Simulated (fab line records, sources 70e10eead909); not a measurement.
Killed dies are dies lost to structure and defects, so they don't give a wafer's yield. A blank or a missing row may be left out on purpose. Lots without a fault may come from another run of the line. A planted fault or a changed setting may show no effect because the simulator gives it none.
Which tool did it? | flow nand_harc | 12 lots, 36 wafers sampled, at 6 steps of a route of 1159

WHAT THE GAUGES READ, wafer by wafer
NHARC_A_SOURCE_PLATE_THK_MEAS_06: measures by ellipsometry.
lot  | measured     | on            | thk_nm (nm)
L912 | day 7 22:13  | film_metro-01 | 200.9 202.1 199.1
L915 | day 8 05:49  | film_metro-01 | 203.1 200.3 201.5
L918 | day 9 08:22  | film_metro-01 | 200.4 200.2 200.4
L917 | day 9 08:22  | film_metro-02 | 203.2 198.1 199.3
L920 | day 9 18:11  | film_metro-02 | 203.3 202.0 200.9
L919 | day 9 18:11  | film_metro-01 | 198.5 196.5 195.5
L921 | day 9 18:10  | film_metro-01 | 201.8 204.4 202.0
L927 | day 11 11:34 | film_metro-02 | 197.4 200.9 199.5
L926 | day 11 11:34 | film_metro-01 | 200.7 204.9 203.8
L928 | day 11 19:18 | film_metro-02 | 202.5 201.1 199.5
L933 | day 12 18:42 | film_metro-02 | 200.0 199.7 198.7
L934 | day 13 03:56 | film_metro-01 | 200.6 199.7 203.0

NHARC_A_ONON_D1_THK_MEAS_14: measures by ellipsometry.
lot  | measured     | on            | thk_nm (nm)
L912 | day 8 01:11  | film_metro-02 | 1020 1020 1020
L915 | day 8 08:46  | film_metro-02 | 1021 1020 1020
L918 | day 9 11:16  | film_metro-01 | 987 988 987
L917 | day 9 11:34  | film_metro-02 | 1012 1014 1013
L920 | day 9 21:22  | film_metro-01 | 1009 1010 1012
L919 | day 9 21:16  | film_metro-02 | 997 997 996
L921 | day 9 21:10  | film_metro-01 | 991 990 990
L927 | day 11 14:31 | film_metro-02 | 1023 1022 1629 1025 1024 1628
L926 | day 11 14:28 | film_metro-01 | 995 996 996
L928 | day 11 22:13 | film_metro-02 | 1011 1013 1616 1013 1013 1617
L933 | day 12 21:54 | film_metro-02 | 992 996 994
L934 | day 13 06:53 | film_metro-01 | 997 1000 998

NHARC_END_SORT_01.
lot  | measured     | on        | killed_at_array | killed_at_other | killed_at_periphery | killed_dies | killed_open | killed_short
L919 | day 21 17:14 | prober-01 | 22 30 18        | 0 3 1           | 2 3 2               | 24 36 21    | 3 3 3       | 0 3 1
L927 | day 24 01:56 | prober-01 | 35 23 670       | 1 1 1           | 4 10 6              | 40 34 677   | 5 2 4       | 0 0 1
L928 | day 24 01:55 | prober-02 | 29 32 673       | 1 1 0           | 0 2 4               | 30 35 677   | 3 2 4       | 1 4 2

WHICH TOOL RAN EACH LOT (tool, then ch and the chambers of the sampled wafers, then the start)
lot  | NHARC_A_ZERO_WELL_DESCUM_12        | NHARC_A_ZERO_WELL_ETCH_13        | NHARC_A_ONON_D1_DEP_12
L912 | rie_diel-07 ch 1,2,3, day 7 00:23  | rie_si-05 ch 0,1,2, day 7 00:35  | pecvd_onon-01 ch 0, day 8 00:42
L915 | rie_diel-04 ch 0,3, day 7 09:10    | rie_si-03 ch 0,1,2, day 7 09:24  | pecvd_onon-02 ch 0, day 8 08:19
L918 | rie_diel-07 ch 2,3, day 8 09:31    | rie_si-03 ch 1,3, day 8 09:43    | pecvd_onon-02 ch 0, day 9 10:46
L917 | rie_diel-07 ch 0,1,3, day 8 10:17  | rie_si-02 ch 2,3, day 8 10:29    | pecvd_onon-03 ch 0, day 9 11:02
L920 | rie_diel-04 ch 0,2,3, day 8 18:19  | rie_si-03 ch 2,3, day 8 18:34    | pecvd_onon-01 ch 0, day 9 20:52
L919 | rie_diel-07 ch 0,1,3, day 8 21:17  | rie_si-03 ch 0,1,3, day 8 21:29  | pecvd_onon-03 ch 0, day 9 20:45
L921 | rie_diel-13 ch 1,2,3, day 8 22:19  | rie_si-05 ch 0,1,3, day 8 22:32  | pecvd_onon-02 ch 0, day 9 20:49
L927 | rie_diel-04 ch 0,2, day 10 12:56   | rie_si-03 ch 0,2, day 10 13:07   | pecvd_onon-02 ch 0, day 11 13:59
L926 | rie_diel-13 ch 1,2,3, day 10 13:43 | rie_si-05 ch 0,3, day 10 13:55   | pecvd_onon-01 ch 0, day 11 13:58
L928 | rie_diel-13 ch 0,1,2, day 10 20:28 | rie_si-03 ch 0,2,3, day 10 20:40 | pecvd_onon-02 ch 0, day 11 21:42
L933 | rie_diel-04 ch 0,1,3, day 11 19:31 | rie_si-05 ch 0,2,3, day 11 19:44 | pecvd_onon-01 ch 0, day 12 21:23
L934 | rie_diel-04 ch 0,2,3, day 12 06:09 | rie_si-05 ch 0,1,3, day 12 06:21 | pecvd_onon-03 ch 0, day 13 06:29
- NHARC_A_ZERO_WELL_DESCUM_12: chemistry O2, time 3 s.
- NHARC_A_ZERO_WELL_ETCH_13: etches the open film in HBr/Cl2, target depth 120 nm, time 40.1 s.
- NHARC_A_ONON_D1_DEP_12: target thk 1000 nm.

WHAT THE TOOLS THEMSELVES READ (means of the sampled wafers that have a number; where no wafer has one, the mark that the record gives instead)
NHARC_A_ZERO_WELL_DESCUM_12.
lot  | tool        | drypump_motor_current_A (A) | o2_flow_sccm (sccm) | oes_product_au (a.u.) | rf_vpp_V (V) | showerhead_plenum_p_Torr (Torr) | throttle_valve_pct (%)
L912 | rie_diel-07 | 5.81                        | 200.3               | 0.999                 | 57.7         | 1.91                            | 11.296
L915 | rie_diel-04 | 5.65                        | 200.7               | 0.990                 | 58.7         | 2.02                            | 11.308
L918 | rie_diel-07 | 5.89                        | 200.8               | 0.998                 | 58.4         | 1.84                            | 11.306
L917 | rie_diel-07 | 5.73                        | 199.7               | 1.001                 | 58.1         | 1.90                            | 11.314
L920 | rie_diel-04 | 5.52                        | 199.9               | 0.990                 | 58.3         | 1.98                            | 11.317
L919 | rie_diel-07 | 5.73                        | 199.8               | 1.006                 | 57.2         | 1.90                            | 11.317
L921 | rie_diel-13 | 5.65                        | 200.6               | 0.999                 | 57.1         | 1.93                            | 11.313
L927 | rie_diel-04 | 5.37                        | 199.7               | 0.985                 | 57.6         | 1.93                            | 11.318
L926 | rie_diel-13 | 5.67                        | 200.1               | 1.003                 | 57.7         | 1.93                            | 11.306
L928 | rie_diel-13 | 5.62                        | 200.6               | 1.001                 | 58.4         | 1.95                            | 11.311
L933 | rie_diel-04 | 5.67                        | 200.0               | 0.998                 | 58.8         | 1.94                            | 11.309
L934 | rie_diel-04 | 5.53                        | 200.1               | 0.999                 | 58.2         | 1.98                            | 11.311

NHARC_A_ZERO_WELL_ETCH_13.
lot  | tool      | drypump_motor_current_A (A) | oes_product_au (a.u.) | throttle_valve_pct (%)
L912 | rie_si-05 | 6.0                         | 0.995                 | 26.400
L915 | rie_si-03 | 5.7                         | 0.989                 | 26.405
L918 | rie_si-03 | 6.1                         | 1.006                 | 26.402
L917 | rie_si-02 | 5.8                         | 0.993                 | 26.406
L920 | rie_si-03 | 6.0                         | 0.994                 | 26.405
L919 | rie_si-03 | 5.7                         | 1.007                 | 26.403
L921 | rie_si-05 | 6.1                         | 0.992                 | 26.398
L927 | rie_si-03 | 5.2                         | 1.002                 | 26.400
L926 | rie_si-05 | 6.1                         | 0.995                 | 26.404
L928 | rie_si-03 | 5.6                         | 0.995                 | 26.404
L933 | rie_si-05 | 6.1                         | 0.987                 | 26.407
L934 | rie_si-05 | 6.2                         | 0.993                 | 26.406

NHARC_A_ONON_D1_DEP_12.
lot  | tool          | susceptor_temp_C (C)
L912 | pecvd_onon-01 | 399.76
L915 | pecvd_onon-02 | 399.90
L918 | pecvd_onon-02 | 400.08
L917 | pecvd_onon-03 | 400.11
L920 | pecvd_onon-01 | 399.95
L919 | pecvd_onon-03 | 400.09
L921 | pecvd_onon-02 | 399.78
L927 | pecvd_onon-02 | 400.25
L926 | pecvd_onon-01 | 400.05
L928 | pecvd_onon-02 | 400.38
L933 | pecvd_onon-01 | 399.76
L934 | pecvd_onon-03 | 400.02

THE ANSWER, worked out from the rows above alone
Rule: what is usual is taken from the lots themselves. Put in order of their means at a reading, lots are off if they are a third of the lots or fewer, leave a main group of 4 or more, and stand apart from it by a gap of 3 or more times the standard deviation of the main group's means; of several such gaps the widest counts. A main group whose means are all the same, to the digits that the tables above print for the reading, isn't used. A lot without any number at a reading at which 4 lots or more have one is off too. The other lots that the step has rows for count as sound. The gauges are gone through in route order, then the tools' own readings, and for those a lot's mean is taken as printed above. The first step at which some lot is off is used, and at that step the reading that is off furthest; a lot without a number counts as furthest.
Off: L927, L928, at NHARC_A_ONON_D1_THK_MEAS_14 (thk_nm). The main group: mean 1003 nm, standard deviation 12.
A tool fits if, at a process step before that reading, it ran every lot that is off, and no sound lot after the first of them. The gauges at NHARC_A_ONON_D1_THK_MEAS_14 are tried like those tools. Can't be told from this: 2 tools fit, rie_si-03 at NHARC_A_ZERO_WELL_ETCH_13, pecvd_onon-02 at NHARC_A_ONON_D1_DEP_12.

WHAT THE SIMULATOR HAD PUT IN
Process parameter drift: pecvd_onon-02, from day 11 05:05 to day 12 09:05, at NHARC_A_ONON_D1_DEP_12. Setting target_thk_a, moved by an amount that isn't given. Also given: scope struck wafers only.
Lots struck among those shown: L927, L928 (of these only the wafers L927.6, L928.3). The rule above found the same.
